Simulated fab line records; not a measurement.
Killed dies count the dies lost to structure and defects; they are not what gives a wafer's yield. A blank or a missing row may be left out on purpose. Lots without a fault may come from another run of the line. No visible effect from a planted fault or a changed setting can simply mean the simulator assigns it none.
The tool behind it: which one?	flow n5-finfet	12 lots with 36 wafers sampled at 5 steps, on a route of 1938 steps

WHAT THE GAUGES SHOWED, per wafer
N5_BEOL_M7_THK_MEAS_53: measures by xrf.
lot	measured	on	M7_THK (nm)
L074	day 8 23:58	film-metro-01	75.8 74.6 75.9
L077	day 9 19:10	film-metro-01	76.0 75.2 77.3
L080	day 10 11:01	film-metro-02	81.5 73.2 77.7
L081	day 10 17:07	film-metro-01	75.2 77.5 74.4
L083	day 11 11:59	film-metro-01	76.5 74.9 73.4
L084	day 11 18:08	film-metro-02	73.5 78.1 79.7
L087	day 12 10:34	film-metro-01	79.9 77.2 72.3
L090	day 13 00:34	film-metro-02	73.4 74.0 74.4
L091	day 13 14:46	film-metro-01	79.4 78.7 76.7
L093	day 13 20:14	film-metro-02	73.7 75.2 74.8
L095	day 14 06:27	film-metro-02	75.4 78.9 81.2
L097	day 14 19:07	film-metro-01	75.2 74.8 77.3

WHICH TOOL RAN EACH LOT (tool, then ch and the chambers of the sampled wafers, then the start)
lot	N5_BEOL_M7_HM_DEP_02	N5_BEOL_M7_ETCH_61	N5_BEOL_M7_ETCH_65	N5_BEOL_M7_ANNEAL_51
L074	pvd-sputter-01, day 8 18:07	rie-diel-03 ch 2,3, day 8 18:36	rie-diel-01 ch 2,3, day 8 19:46	rtp-anneal-01 ch 0, day 8 23:28
L077	pvd-sputter-02, day 9 12:56	rie-diel-04 ch 0,2,3, day 9 13:33	rie-diel-04 ch 0,2,3, day 9 15:47	rtp-anneal-02 ch 0, day 9 18:37
L080	pvd-sputter-02, day 10 04:06	rie-diel-01 ch 0,1,3, day 10 04:58	rie-diel-01 ch 0,1,3, day 10 06:49	rtp-anneal-01 ch 0, day 10 10:25
L081	pvd-sputter-03, day 10 10:13	rie-diel-03 ch 2,3, day 10 10:53	rie-diel-03 ch 0,3, day 10 12:32	rtp-anneal-01 ch 0, day 10 16:26
L083	pvd-sputter-02, day 11 05:34	rie-diel-04 ch 1,2, day 11 06:12	rie-diel-04 ch 0,3, day 11 09:20	rtp-anneal-02 ch 0, day 11 11:28
L084	pvd-sputter-02, day 11 13:29	rie-diel-01 ch 0,1,2, day 11 14:19	rie-diel-01 ch 0,2, day 11 15:50	rtp-anneal-01 ch 0, day 11 17:38
L087	pvd-sputter-01, day 12 05:31	rie-diel-04 ch 0,1, day 12 06:08	rie-diel-01 ch 0,1,3, day 12 07:11	rtp-anneal-01 ch 0, day 12 10:04
L090	pvd-sputter-03, day 12 18:37	rie-diel-04 ch 0,3, day 12 19:07	rie-diel-01 ch 2,3, day 12 20:16	rtp-anneal-02 ch 0, day 13 00:01
L091	pvd-sputter-03, day 13 07:05	rie-diel-01 ch 1,3, day 13 07:34	rie-diel-04 ch 0,1,2, day 13 11:47	rtp-anneal-01 ch 0, day 13 14:10
L093	pvd-sputter-01, day 13 16:08	rie-diel-01 ch 1,2,3, day 13 16:46	rie-diel-01 ch 2,3, day 13 17:40	rtp-anneal-01 ch 0, day 13 19:41
L095	pvd-sputter-01, day 13 23:13	rie-diel-03 ch 0,1,3, day 13 23:43	rie-diel-04 ch 0,1,3, day 14 02:58	rtp-anneal-02 ch 0, day 14 05:55
L097	pvd-sputter-03, day 14 13:28	rie-diel-01 ch 0,2,3, day 14 14:20	rie-diel-04 ch 0,1,2, day 14 15:30	rtp-anneal-01 ch 0, day 14 18:31
- N5_BEOL_M7_HM_DEP_02: deposits TiN, target thk 20 nm.
- N5_BEOL_M7_ETCH_61: etches SiARC in CF4, target depth 45.5 nm, time 75.8 s.
- N5_BEOL_M7_ETCH_65: etches SiARC in CF4, target depth 15.6 nm, time 26 s.
- N5_BEOL_M7_ANNEAL_51: time 90 s.

THE ANSWER, worked out from the rows above alone
Rule: the lots themselves supply what counts as usual. Put in order of their means at a reading, lots are off if they are a third of the lots or fewer, leave a main group of 4 or more, and stand apart from it by a gap of 3 or more times the standard deviation of the main group's means; of several such gaps the widest counts. A main group is skipped when, at the precision printed for the reading in the tables above, its means are all equal. Also off: a lot with no number at a reading for which 4 or more lots have one. The other lots that the step has rows for count as sound.
Nothing can be told from this: no lot is off at any reading shown.

WHAT HAD BEEN PUT IN BY THE SIMULATOR
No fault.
